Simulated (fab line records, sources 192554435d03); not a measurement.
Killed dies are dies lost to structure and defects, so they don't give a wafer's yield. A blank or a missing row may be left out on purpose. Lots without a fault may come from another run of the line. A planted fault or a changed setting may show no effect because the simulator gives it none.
fab line records | flow n5_finfet
record lots=9 wafers=27 last_day=18
route steps=1938 shown DUMMY_GATE@214 BEOL_M4@1099 PASSIVATION@1936
lots that met no fault: from a run of the same line without faults
start_h: hours from the record's first day to the start of the lot's first wafer shown | wait_h: hours since the lot's step before | " the same as in the row above | L1.1+2: a row that stands for several wafers | - no value, or no start given | * or withheld: withheld | < > ~ a bound
route shown NAME@n: a module of which the file shows steps, and the number in the route of the first | usual: mean/standard deviation of fault-free wafers | same: alike in all rows | chamber/n: place in a boat | sites: the reading at each site | _std_site: their standard deviation | _edge_site: outer sites' mean less inner sites' | radius_mm: how far each site lies from the wafer's centre | mask NAME#n: copy n | behind: the tool/chamber that last shaped the wafer | hold: why the lot was held/for how many hours/how that ended | device: the transistor (n, p or np) that didn't switch | end of line: the same wafers' tests at the end of the route | a step without rows: its recipe alone | killed: dies lost to structure and defects at the first sort, not the wafer's yield | map: a wafer's dies, x killed, . not, _ none there
set.NAME: the setting as run; set.NAME@STEP: as run at that earlier step | model.NAME: the simulator's own value behind a step, which no gauge read
steps of the route over a sample of lots; a table a step, a row a wafer
services: from which hour (start_h, from the record's first day; less than 0 if before it) a tool's chamber was out of use, for how many hours, and why
## steps
# step N5_DUMMY_GATE_ALD_02
# recipe material=SiO2 target_thk_a=20 temp_c=300 ald_precursor_family=BDEAS ald_co_reactant=O2-plasma pulse_time_s=1 pressure_torr=2
# usual heater_power_outer_w=265/30 heater_power_w=477/53 precursor_pulse_height_rel=1.003/0.019
# columns lot.wafer tool chamber start_h wait_h heater_power_outer_w heater_power_w precursor_pulse_height_rel
L549.1 ald_sin-03 0 39.29 0.0 236 406 0.997
L549.2 " 3 " " 312 573 1.012
L549.3 " 1 " " 204 386 1.012
L551.1 ald_sin-04 0 49.97 0.0 251 472 1.008
L551.5 " 2 " " 259 457 0.998
L551.6 " 3 " " 294 524 1.023
L552.2 ald_sin-04 0 55.97 0.6 242 472 1.007
L552.3 " 3 " " 294 521 0.975
L552.6 " 0 " " 246 483 1.028
L553.2 ald_sin-01 3 61.38 0.0 254 425 1.009
L553.5 " 2 " " 258 460 1.002
L553.6 " 3 " " 256 453 1.021
L554.3 ald_sin-04 3 67.60 0.0 295 511 0.990
L554.4 " 2 " " 261 453 0.997
L554.6 " 1 " " 279 516 1.024
L556.1 ald_sin-01 3 79.63 0.0 261 436 1.010
L556.3 " 0 " " 271 415 0.995
L556.6 " 2 " " 254 444 1.008
L561.1 ald_sin-01 2 115.68 0.3 254 451 0.991
L561.4 " 3 " " 253 442 1.035
L561.5 " 2 " " 258 441 1.006
L565.1 ald_sin-01 1 132.70 0.1 276 512 0.962
L565.4 " 2 " " 259 450 1.048
L565.5 " 1 " " 274 488 0.975
L567.1 ald_sin-01 3 145.51 0.5 253 444 1.004
L567.3 " 0 " " 264 438 1.010
L567.5 " 3 " " 253 433 1.053
# step N5_BEOL_M4_ANNEAL_95
# recipe temp_c=400 time_s=240 ambient=vacuum
# usual heater_power_w=814/78
# columns lot.wafer tool chamber start_h wait_h heater_power_w
L549.1 pvd_sputter-02 - 179.64 0.0 789
L549.2 " - " " 987
L549.3 " - " " 909
L551.1 pvd_sputter-02 - 187.14 0.0 753
L551.5 " - " " 807
L551.6 " - " " 729
L554.3 pvd_sputter-01 - 207.15 0.0 791
L554.4 " - " " 899
L554.6 " - " " 735
L552.2 pvd_sputter-01 - 208.99 0.0 896
L552.3 " - " " 717
L552.6 " - " " 777
L553.2 pvd_sputter-03 - 211.45 0.0 866
L553.5 " - " " 745
L553.6 " - " " 740
L556.1 pvd_sputter-01 - 238.68 0.0 714
L556.3 " - " " 786
L556.6 " - " " 895
L561.1 pvd_sputter-01 - 247.87 0.0 785
L561.4 " - " " 721
L561.5 " - " " 790
L565.1 pvd_sputter-01 - 275.40 0.0 889
L565.4 " - " " 796
L565.5 " - " " 820
L567.1 pvd_sputter-03 - 300.88 0.0 744
L567.3 " - " " 757
L567.5 " - " " 743
# step N5_BEOL_M4_CMP_52
# recipe stop_on=SiOC t_overpolish_s=6.8 down_force_psi=1 platen_rpm=50 clearing_platen_down_force_psi=1.5 clearing_platen_rpm=50 post_cmp_clean=cu_alkaline target_thk_nm=40 clearing_platen_pad_velocity_m_s=0.99484 pad_velocity_m_s=0.99484
# usual barrier_field_endpoint_s=24.8/0.55 edge_zone_pressure_frac=1.000/0.0055 motor_current_A=6.0/0.52 overpolish_run_s=6.801/0.0092 time_to_endpoint_s=62.4/2.6
# columns lot.wafer tool chamber start_h wait_h barrier_field_endpoint_s edge_zone_pressure_frac motor_current_A overpolish_run_s time_to_endpoint_s
L549.1 cmp-03 3 180.27 0.3 23.9 0.992 6.1 6.791 61.1
L549.2 " 0 " " 24.1 0.995 6.5 6.810 62.7
L549.3 " 1 " " 24.2 0.994 6.3 6.794 61.3
L551.1 cmp-03 3 187.88 0.4 24.4 0.986 5.8 6.795 60.6
L551.6 " 0 " " 25.0 1.008 6.1 6.790 60.8
L551.5 " 1 " " 24.6 1.000 6.2 6.815 61.5
L554.4 cmp-01 3 207.82 0.2 25.6 1.012 5.4 6.803 65.0
L554.3 " 0 " " 24.8 1.000 6.1 6.812 63.0
L554.6 " 3 " " 25.5 1.000 4.9 6.805 63.9
L552.2 cmp-02 0 209.66 0.2 24.5 0.993 5.5 6.806 63.4
L552.3 " 1 " " 24.0 1.005 5.4 6.810 62.9
L552.6 " 0 " " 24.2 0.990 5.7 6.802 61.9
L553.2 cmp-03 1 212.52 0.3 24.6 1.001 6.2 6.806 59.2
L553.6 " 3 " " 24.4 1.005 5.9 6.804 59.9
L553.5 " 0 " " 25.1 0.998 6.5 6.793 63.5
L556.1 cmp-02 2 239.35 0.3 24.5 0.999 6.4 6.807 62.0
L556.3 " 0 " " 24.8 0.992 5.8 6.816 63.9
L556.6 " 1 " " 24.7 1.004 5.3 6.786 63.6
L561.4 cmp-01 0 248.63 0.2 24.8 1.007 6.0 6.799 63.4
L561.1 " 1 " " 24.9 0.999 6.9 6.792 61.1
L561.5 " 3 " " 24.9 1.001 5.1 6.826 61.6
L565.4 cmp-02 2 276.04 0.1 24.7 0.999 6.1 6.806 62.3
L565.1 " 3 " " 25.3 0.997 6.0 6.804 65.1
L565.5 " 3 " " 25.4 1.010 5.8 6.802 63.0
L567.3 cmp-01 2 301.62 0.3 26.2 1.000 5.8 6.801 67.3
L567.1 " 0 " " 25.4 0.999 5.8 6.807 67.0
L567.5 " 2 " " 25.6 1.003 6.0 6.803 64.6
# step N5_BEOL_M4_THK_MEAS_53
# recipe thk_meas_gauge=xrf reads=Cu_of_BEOL_M4_ECD_50
# usual M4_THK=39.5/1.1
# columns lot.wafer tool chamber start_h wait_h M4_THK[nm]
L549.1 film_metro-01 - 180.56 - 39.0
L549.2 " - " " 41.4
L549.3 " - " " 40.6
L551.1 film_metro-02 - 188.06 - 37.7
L551.5 " - " " 39.7
L551.6 " - " " 37.7
L554.3 film_metro-02 - 208.09 - 40.6
L554.4 " - " " 38.8
L554.6 " - " " 40.5
L552.2 film_metro-02 - 209.92 - 40.3
L552.3 " - " " 39.1
L552.6 " - " " 37.3
L553.2 film_metro-01 - 212.74 - 37.7
L553.5 " - " " 39.7
L553.6 " - " " 38.2
L556.1 film_metro-02 - 239.61 - 39.2
L556.3 " - " " 39.0
L556.6 " - " " 40.6
L561.1 film_metro-02 - 248.85 - 41.4
L561.4 " - " " 39.2
L561.5 " - " " 39.5
L565.1 film_metro-02 - 276.33 - 39.7
L565.4 " - " " 39.5
L565.5 " - " " 40.2
L567.1 film_metro-02 - 301.92 - 39.6
L567.3 " - " " 41.1
L567.5 " - " " 39.5
# step N5_BEOL_M4_RC_MEAS_101
# usual DIBL_N=35.9/1.3 DIBL_P=35.9/1.5 EOT_N=10.51/0.087 EOT_P=10.47/0.08 IGATE_N=0.0127/0.0018 IGATE_P=0.0038/0.00052 IOFF_N=0.152/0.023 IOFF_P=0.204/0.027 ION_N=673/9.2 ION_P=462/6.7 SS_N=71.4/0.48 SS_P=73.2/0.55 VT_N=250.3/2.6 VT_P=-250.6/3
# columns lot.wafer tool chamber start_h wait_h DIBL_N[mV/V] DIBL_P[mV/V] EOT_N EOT_P IGATE_N[nA/um] IGATE_P[nA/um] IOFF_N[nA/um] IOFF_P[nA/um] ION_N[uA/um] ION_P[uA/um] SS_N[mV/dec] SS_P[mV/dec] VT_N[mV] VT_P[mV]
L549.1 prober-02 0 180.88 0.0 35.2 35.1 10.58 10.54 0.0106 0.0031 0.120 0.163 662 455 70.9 72.3 255.4 -253.8
L549.2 " 0 " " 37.0 38.1 10.62 10.57 0.0105 0.0030 0.155 0.207 671 468 71.2 72.6 251.9 -251.8
L549.3 " 0 " " 37.2 37.3 10.62 10.52 0.0107 0.0031 0.149 0.193 659 450 71.6 73.2 250.1 -251.3
L551.1 prober-02 0 188.38 0.0 33.8 34.7 10.57 10.42 0.0137 0.0041 0.143 0.199 667 461 71.0 72.4 250.9 -250.0
L551.5 " 0 " " 33.5 34.5 10.49 10.54 0.0133 0.0040 0.133 0.186 672 464 71.5 72.5 250.1 -250.8
L551.6 " 0 " " 33.9 35.1 10.55 10.56 0.0128 0.0038 0.139 0.199 663 464 70.9 72.8 250.9 -250.2
L554.3 prober-01 0 208.75 0.3 36.4 35.8 10.63 10.46 0.0121 0.0036 0.154 0.200 679 463 72.0 73.5 249.3 -250.5
L554.4 " 0 " " 37.3 37.5 10.62 10.46 0.0115 0.0035 0.167 0.220 662 460 71.9 74.8 248.3 -250.0
L554.6 " 0 " " 35.5 35.5 10.55 10.47 0.0123 0.0037 0.135 0.189 666 463 71.7 72.9 249.8 -253.4
L552.2 prober-02 0 210.39 0.2 36.5 37.3 10.49 10.43 0.0168 0.0051 0.167 0.198 677 461 70.8 74.3 249.8 -253.7
L552.3 " 0 " " 35.0 36.3 10.41 10.44 0.0134 0.0040 0.150 0.182 679 452 71.0 73.0 252.0 -254.3
L552.6 " 0 " " 36.1 37.1 10.52 10.46 0.0136 0.0041 0.163 0.197 680 462 71.5 73.2 248.3 -251.2
L553.2 prober-01 0 213.20 0.2 36.6 36.6 10.51 10.37 0.0116 0.0035 0.135 0.175 670 456 71.2 72.8 253.0 -253.4
L553.5 " 0 " " 35.3 34.7 10.56 10.51 0.0120 0.0035 0.122 0.159 676 453 70.6 72.6 253.1 -254.0
L553.6 " 0 " " 37.3 38.1 10.46 10.39 0.0141 0.0041 0.162 0.214 685 469 71.8 73.6 251.9 -250.3
L556.1 prober-02 0 240.07 0.2 34.9 35.7 10.52 10.46 0.0131 0.0038 0.133 0.189 680 467 71.8 73.1 252.7 -250.8
L556.3 " 0 " " 34.8 33.9 10.49 10.51 0.0133 0.0039 0.126 0.161 670 454 71.0 73.6 253.6 -254.7
L556.6 " 0 " " 34.8 34.9 10.43 10.49 0.0134 0.0039 0.130 0.178 668 462 71.0 72.1 253.5 -252.7
L561.1 prober-01 0 249.16 0.0 34.3 33.5 10.42 10.36 0.0177 0.0052 0.154 0.211 683 472 71.5 72.7 248.0 -249.9
L561.4 " 0 " " 35.1 33.7 10.40 10.37 0.0144 0.0043 0.163 0.210 681 463 71.7 73.3 248.1 -249.2
L561.5 " 0 " " 34.8 34.6 10.43 10.47 0.0139 0.0042 0.161 0.225 679 470 71.2 74.5 249.0 -248.3
L565.1 prober-02 0 276.64 0.0 36.4 35.7 11.64 11.66 0.0043 0.0012 0.143 0.212 642 453 71.8 72.8 251.5 -248.4
L565.4 " 0 " " 40.1 40.9 11.82 11.74 0.0034 0.0010 0.227 0.296 662 459 71.9 74.8 247.1 -245.8
L565.5 " 0 " " 35.2 34.0 10.42 10.26 0.0162 0.0046 0.140 0.181 664 458 71.7 72.9 250.1 -250.5
L567.1 prober-02 0 302.23 0.0 37.1 39.0 11.60 11.54 0.0040 0.0012 0.180 0.248 665 460 72.0 74.0 249.6 -246.2
L567.3 " 0 " " 33.8 35.6 10.43 10.37 0.0148 0.0044 0.137 0.187 665 466 71.2 73.1 253.1 -253.0
L567.5 " 0 " " 35.7 37.6 10.54 10.46 0.0143 0.0042 0.164 0.223 681 467 71.5 73.5 249.4 -251.9
# step N5_PASSIVATION_PROBE_49
# usual defect_limited_yield=91.0/1.5 killed_at_M0_to_M3=37/12 killed_at_M4_up=13/5 killed_at_contacts=13/6.1 killed_at_front_end=39/11 killed_at_other=4/3.2 killed_dies=106/17 killed_open=69/12 killed_short=35/7.9 sort_bin_5_function=5.3/1 sort_bin_6_memory=3.3/0.68 sort_bin_8_speed=0/0 sort_n_pass=1074/17 sort_yield_pct=91.0/1.5
# same gross_dies=1180 killed_at_back_side=0 sort_bin_4_leakage[%]=0
# columns lot.wafer tool chamber start_h wait_h defect_limited_yield[%] killed_at_M0_to_M3 killed_at_M4_up killed_at_contacts killed_at_front_end killed_at_other killed_dies killed_open killed_short sort_bin_5_function[%] sort_bin_6_memory[%] sort_bin_8_speed[%] sort_n_pass sort_yield_pct[%]
L549.1 prober-01 - 291.42 0.0 91.7 30 22 8 35 3 98 61 34 5.3 2.5 0 1082 91.7
L549.2 prober-01 - 291.47 0.1 86.9 43 17 18 71 6 155 107 47 7.6 5.3 0 1025 86.9
L549.3 prober-01 - 291.52 0.1 89.2 28 29 11 49 10 127 90 37 6.9 3.6 0 1053 89.2
L551.1 prober-02 - 303.16 0.7 91.7 19 9 21 46 3 98 63 31 4.7 3.2 0 1082 91.7
L551.5 prober-02 - 303.36 0.9 92.8 29 13 10 31 2 85 61 24 4.8 2.3 0 1095 92.8
L551.6 prober-02 - 303.41 0.9 93.0 34 6 15 28 0 83 53 29 4.2 2.6 0 1097 93.0
L554.3 prober-01 - 307.47 0.1 92.5 41 9 7 24 8 89 59 27 4.2 3.1 0 1091 92.5
L554.4 prober-01 - 307.52 0.2 92.1 30 11 14 28 10 93 59 27 5.3 2.4 0 1087 92.1
L554.6 prober-01 - 307.62 0.3 90.6 35 21 9 33 13 111 72 38 5.5 3.6 0 1069 90.6
L552.2 prober-02 - 324.28 0.1 92.0 33 23 14 20 4 94 60 34 4.7 2.9 0 1086 92.0
L552.3 prober-02 - 324.33 0.1 91.2 33 10 8 51 2 104 65 38 5.3 3.1 0 1076 91.2
L552.6 prober-02 - 324.48 0.3 91.7 31 14 23 26 4 98 69 29 4.8 3.1 0 1082 91.7
L553.2 prober-01 - 327.99 0.1 89.7 27 16 30 48 0 121 76 43 6.4 3.4 0 1059 89.7
L553.5 prober-01 - 328.14 0.2 88.5 37 15 36 43 5 136 87 48 7.2 3.7 0 1044 88.5
L553.6 prober-01 - 328.19 0.3 89.2 33 11 21 61 1 127 86 39 6.5 3.7 0 1053 89.2
L556.1 prober-02 - 355.92 0.0 89.1 57 14 14 41 3 129 80 48 6.5 3.9 0 1051 89.1
L556.3 prober-02 - 356.02 0.1 91.4 51 12 16 21 2 102 66 34 5.5 2.7 0 1078 91.4
L556.6 prober-02 - 356.17 0.3 92.7 24 22 5 30 5 86 56 27 4.7 2.4 0 1094 92.7
L561.1 prober-02 - 361.69 0.1 90.0 43 8 13 48 6 118 80 38 5.2 4.7 0 1062 90.0
L561.4 prober-02 - 361.84 0.3 91.2 26 18 11 48 1 104 82 22 5.8 2.9 0 1076 91.2
L561.5 prober-02 - 361.89 0.3 88.9 45 19 22 39 6 131 84 45 6.8 3.9 0 1049 88.9
L565.1 prober-01 - 395.42 0.0 93.4 31 17 9 21 0 78 52 26 3.9 2.4 0.51 1096 92.9
L565.4 prober-01 - 395.57 0.2 91.5 32 10 12 41 5 100 67 28 4.3 3.8 0 1080 91.5
L565.5 prober-01 - 395.62 0.2 92.2 35 16 13 24 4 92 62 27 4.4 2.9 0 1088 92.2
L567.1 prober-02 - 422.62 0.0 91.9 27 9 12 46 1 95 54 35 3.6 3.6 0 1085 91.9
L567.3 prober-02 - 422.72 0.1 93.1 15 12 11 43 1 82 55 24 4.2 2.8 0 1098 93.1
L567.5 prober-02 - 422.82 0.2 92.5 42 5 4 38 0 89 53 26 3.4 3.3 0 1091 92.5
# killed by level:class
L549.1 BEOL_M4:geometric_particle:open=11 FIN_SAQP:geometric_particle:open=10 BEOL_M0_SAQP:geometric_particle:open=7 FIN_SAQP:geometric_particle:short=6 BEOL_M0_SAQP:geometric_particle:short=6 STI_FIN_REVEAL:geometric_particle:open=6 DUMMY_GATE:geometric_particle:open=5 MOL_CONTACT_COAG:geometric_particle:open=5
L549.2 FIN_SAQP:geometric_particle:open=24 MOL_CONTACT_COAG:geometric_particle:open=15 GATE_CUT:geometric_particle:open=10 BEOL_M3:geometric_particle:open=10 BEOL_M4:geometric_particle:open=10 BEOL_M0_SAQP:geometric_particle:short=9 STI_FIN_REVEAL:geometric_particle:open=8 DUMMY_GATE:geometric_particle:open=8
L549.3 BEOL_M4:geometric_particle:open=17 STI_FIN_REVEAL:geometric_particle:open=11 FIN_SAQP:geometric_particle:open=10 DUMMY_GATE:geometric_particle:open=10 MOL_CONTACT_COAG:geometric_particle:open=9 FIN_SAQP:geometric_particle:short=8 BEOL_M2:geometric_particle:open=8 BEOL_M3:geometric_particle:open=8
L551.1 MOL_CONTACT_COAG:geometric_particle:open=15 FIN_SAQP:geometric_particle:short=13 FIN_SAQP:geometric_particle:open=11 BEOL_M3:geometric_particle:open=9 DUMMY_GATE:geometric_particle:open=5 MOL_CONTACT_COAG:geometric_particle:short=5 STI_FIN_REVEAL:geometric_particle:open=4 BEOL_M5:geometric_particle:open=3
L551.5 BEOL_M1:geometric_particle:open=9 FIN_SAQP:geometric_particle:open=7 STI_FIN_REVEAL:geometric_particle:open=7 MOL_CONTACT_COAG:geometric_particle:open=7 DUMMY_GATE:geometric_particle:open=6 BEOL_M0_SAQP:geometric_particle:short=6 BEOL_M5:geometric_particle:open=5 BEOL_M7:geometric_particle:open=5
L551.6 MOL_CONTACT_COAG:geometric_particle:open=11 BEOL_M0_SAQP:geometric_particle:short=10 FIN_SAQP:geometric_particle:open=7 BEOL_M2:geometric_particle:open=7 BEOL_M0_SAQP:geometric_particle:open=5 BEOL_M3:geometric_particle:open=5 FIN_SAQP:geometric_particle:short=4 GATE_CUT:geometric_particle:short=4
L554.3 BEOL_M0_SAQP:geometric_particle:open=15 BEOL_M0_SAQP:geometric_particle:short=7 STI_FIN_REVEAL:geometric_particle:open=6 BEOL_M3:geometric_particle:open=6 MOL_CONTACT_COAG:geometric_particle:open=5 BEOL_M2:geometric_particle:open=4 DUMMY_GATE:geometric_particle:open=3 BEOL_M1:geometric_particle:open=3
L554.4 BEOL_M0_SAQP:geometric_particle:short=13 MOL_CONTACT_COAG:geometric_particle:open=10 STI_FIN_REVEAL:geometric_particle:open=8 BEOL_M0_SAQP:geometric_particle:open=8 FIN_SAQP:geometric_particle:open=7 MOL_CONTACT_COAG:geometric_particle:short=4 MIM_BOT:geometric_particle:open=4 FIN_SAQP:geometric_particle:short=3
L554.6 BEOL_M0_SAQP:geometric_particle:open=15 STI_FIN_REVEAL:geometric_particle:open=10 BEOL_M0_SAQP:geometric_particle:short=7 MOL_CONTACT_COAG:geometric_particle:open=6 BEOL_M5:geometric_particle:open=6 BEOL_M4:geometric_particle:open=5 STI_FIN_REVEAL:geometric_particle:short=4 GATE_CUT:geometric_particle:short=4
L552.2 BEOL_M1:geometric_particle:open=15 MOL_CONTACT_COAG:geometric_particle:open=10 BEOL_M4:geometric_particle:open=9 BEOL_M0_SAQP:geometric_particle:short=6 GATE_CUT:geometric_particle:short=5 BEOL_M4:geometric_particle:short=5 MOL_CONTACT_COAG:geometric_particle:short=4 BEOL_M2:geometric_particle:open=4
L552.3 FIN_SAQP:geometric_particle:short=15 BEOL_M0_SAQP:geometric_particle:open=12 FIN_SAQP:geometric_particle:open=11 BEOL_M0_SAQP:geometric_particle:short=7 BEOL_M2:geometric_particle:open=7 MOL_CONTACT_COAG:geometric_particle:open=6 BEOL_M5:geometric_particle:open=6 STI_FIN_REVEAL:geometric_particle:open=4
L552.6 MOL_CONTACT_COAG:geometric_particle:open=17 BEOL_M2:geometric_particle:open=12 BEOL_M5:geometric_particle:open=8 DUMMY_GATE:geometric_particle:open=7 BEOL_M0_SAQP:geometric_particle:short=7 MOL_CONTACT_COAG:geometric_particle:short=6 BEOL_M1:geometric_particle:open=5 FIN_SAQP:geometric_particle:open=4
L553.2 MOL_CONTACT_COAG:geometric_particle:open=22 STI_FIN_REVEAL:geometric_particle:open=18 FIN_SAQP:geometric_particle:short=8 MOL_CONTACT_COAG:geometric_particle:short=8 BEOL_M0_SAQP:geometric_particle:short=8 BEOL_M0_SAQP:geometric_particle:open=7 GATE_CUT:geometric_particle:short=5 BEOL_M2:geometric_particle:open=5
L553.5 MOL_CONTACT_COAG:geometric_particle:open=29 STI_FIN_REVEAL:geometric_particle:open=11 BEOL_M0_SAQP:geometric_particle:short=11 BEOL_M0_SAQP:geometric_particle:open=10 FIN_SAQP:geometric_particle:short=7 MOL_CONTACT_COAG:geometric_particle:short=7 BEOL_M3:geometric_particle:open=7 BEOL_M4:geometric_particle:open=7
L553.6 STI_FIN_REVEAL:geometric_particle:open=17 MOL_CONTACT_COAG:geometric_particle:open=14 FIN_SAQP:geometric_particle:open=13 BEOL_M0_SAQP:geometric_particle:open=10 BEOL_M0_SAQP:geometric_particle:short=9 FIN_SAQP:geometric_particle:short=7 MOL_CONTACT_COAG:geometric_particle:short=7 GATE_CUT:geometric_particle:short=6
L556.1 BEOL_M0_SAQP:geometric_particle:short=22 STI_FIN_REVEAL:geometric_particle:open=15 BEOL_M0_SAQP:geometric_particle:open=15 MOL_CONTACT_COAG:geometric_particle:open=10 GATE_CUT:geometric_particle:short=6 DUMMY_GATE:geometric_particle:open=5 BEOL_M3:geometric_particle:open=5 BEOL_M5:geometric_particle:open=5
L556.3 BEOL_M0_SAQP:geometric_particle:short=16 MOL_CONTACT_COAG:geometric_particle:open=15 BEOL_M0_SAQP:geometric_particle:open=15 BEOL_M2:geometric_particle:open=9 STI_FIN_REVEAL:geometric_particle:open=5 GATE_CUT:geometric_particle:short=5 BEOL_M3:geometric_particle:open=4 BEOL_M1:geometric_particle:open=3
L556.6 BEOL_M4:geometric_particle:open=9 GATE_CUT:geometric_particle:short=5 BEOL_M0_SAQP:geometric_particle:open=5 BEOL_M0_SAQP:geometric_particle:short=5 BEOL_M2:geometric_particle:open=5 STI_FIN_REVEAL:geometric_particle:open=4 DUMMY_GATE:geometric_particle:open=4 SPACER0:geometric_particle:open=4
L561.1 BEOL_M3:geometric_particle:open=13 STI_FIN_REVEAL:geometric_particle:open=12 MOL_CONTACT_COAG:geometric_particle:open=11 FIN_SAQP:geometric_particle:short=10 FIN_SAQP:geometric_particle:open=10 BEOL_M2:geometric_particle:open=7 BEOL_M1:geometric_particle:open=6 BEOL_M0_SAQP:geometric_particle:short=5
L561.4 FIN_SAQP:geometric_particle:open=16 STI_FIN_REVEAL:geometric_particle:open=13 MOL_CONTACT_COAG:geometric_particle:open=11 BEOL_M4:geometric_particle:open=7 BEOL_M1:geometric_particle:open=6 BEOL_M3:geometric_particle:open=5 ILD0:geometric_particle:short=3 GATE_CUT:geometric_particle:open=3
L561.5 MOL_CONTACT_COAG:geometric_particle:open=13 BEOL_M3:geometric_particle:open=11 BEOL_M4:geometric_particle:open=10 MOL_CONTACT_COAG:geometric_particle:short=9 BEOL_M1:geometric_particle:open=9 FIN_SAQP:geometric_particle:open=7 GATE_CUT:geometric_particle:short=5 GATE_CUT:geometric_particle:open=5
L565.1 BEOL_M2:geometric_particle:open=10 FIN_SAQP:geometric_particle:open=6 BEOL_M0_SAQP:geometric_particle:short=6 MOL_CONTACT_COAG:geometric_particle:open=5 BEOL_M4:geometric_particle:open=5 MOL_CONTACT_COAG:geometric_particle:short=4 BEOL_M0_SAQP:geometric_particle:open=4 BEOL_M5:geometric_particle:open=4
L565.4 FIN_SAQP:geometric_particle:short=10 FIN_SAQP:geometric_particle:open=10 BEOL_M2:geometric_particle:open=10 MOL_CONTACT_COAG:geometric_particle:open=7 STI_FIN_REVEAL:geometric_particle:open=6 BEOL_M4:geometric_particle:open=6 BEOL_M0_SAQP:geometric_particle:open=5 BEOL_M3:geometric_particle:open=5
L565.5 MOL_CONTACT_COAG:geometric_particle:open=10 BEOL_M1:geometric_particle:open=10 BEOL_M3:geometric_particle:open=7 BEOL_M0_SAQP:geometric_particle:short=6 BEOL_M4:geometric_particle:open=6 BEOL_M5:geometric_particle:open=5 STARTING-WAFER:geometric_particle:short=5 FIN_SAQP:geometric_particle:short=4
L567.1 FIN_SAQP:geometric_particle:open=11 FIN_SAQP:geometric_particle:short=10 MOL_CONTACT_COAG:geometric_particle:open=9 BEOL_M0_SAQP:geometric_particle:open=7 BEOL_M2:geometric_particle:short=6 STI_FIN_REVEAL:geometric_particle:open=5 BEOL_M2:geometric_particle:open=5 HKMG_FIN:area_etch=5
L567.3 STI_FIN_REVEAL:geometric_particle:open=12 MOL_CONTACT_COAG:geometric_particle:open=8 STARTING-WAFER:geometric_particle:open=6 DUMMY_GATE:geometric_particle:open=5 FIN_SAQP:geometric_particle:short=4 FIN_SAQP:geometric_particle:open=4 STARTING-WAFER:geometric_particle:short=4 GATE_CUT:geometric_particle:short=3
L567.5 BEOL_M3:geometric_particle:open=14 BEOL_M0_SAQP:geometric_particle:open=12 STI_FIN_REVEAL:geometric_particle:open=10 HKMG_FIN:area_etch=7 BEOL_M0_SAQP:geometric_particle:short=6 FIN_SAQP:geometric_particle:short=4 BEOL_M2:geometric_particle:short=4 FIN_SAQP:geometric_particle:open=3
## services
# columns tool chamber start_h hours kind
cmp-01 - 18.18 5.5 repair
ald_sin-04 1 20.30 13.3 repair
ald_sin-01 3 22.92 16.0 repair
cmp-02 - 29.83 1.3 repair
cmp-02 - 34.43 6.0 pm
cmp-03 - 62.20 0.6 repair
ald_sin-04 1 82.27 4.2 repair
ald_sin-01 - 83.81 14.6 pm
ald_sin-04 - 85.25 14.0 pm
cmp-02 - 94.18 2.6 repair
cmp-02 - 99.98 5.3 repair
cmp-01 - 122.00 5.7 pm
cmp-02 - 139.93 1.2 repair
cmp-02 - 149.79 7.9 repair
cmp-03 - 156.16 4.0 pm
cmp-02 - 182.65 1.8 repair
ald_sin-04 3 188.83 10.3 repair
cmp-01 - 195.17 1.2 repair
cmp-02 - 197.24 7.9 pm
cmp-03 - 209.79 0.4 repair
ald_sin-01 3 230.26 6.7 repair
ald_sin-01 - 237.79 0.7 repair
ald_sin-01 - 248.63 0.8 repair
ald_sin-01 - 269.36 14.0 pm
## key
first_sign step=N5_BEOL_M4_RC_MEAS_101 reading=EOT_P direction=up sigmas=15 usual=10.47 struck=11.65
effect step=N5_BEOL_M4_RC_MEAS_101 reading=EOT_N direction=up sigmas=14 usual=10.51 struck=11.69
effect step=N5_BEOL_M4_RC_MEAS_101 reading=IGATE_P direction=down sigmas=5.1 usual=0.0038 struck=0.0011
effect step=N5_BEOL_M4_RC_MEAS_101 reading=IGATE_N direction=down sigmas=5 usual=0.0127 struck=0.0039
met_at N5_DUMMY_GATE_ALD_02
struck_lots L565,L567
struck_wafers L565.1,L565.4,L567.1
not_acting_at N5_BEOL_M4_ANNEAL_95,N5_BEOL_M4_CMP_52,N5_BEOL_M4_THK_MEAS_53
onset_between 115.68 132.70
fault kind=process_parameter_drift tool=ald_sin-01 chamber=- onset_h=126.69 steps=N5_DUMMY_GATE_ALD_02 channel=target_thk_a offset=* shape=step end_h=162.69 scope=struck_wafers_only acts_in=* stated=*
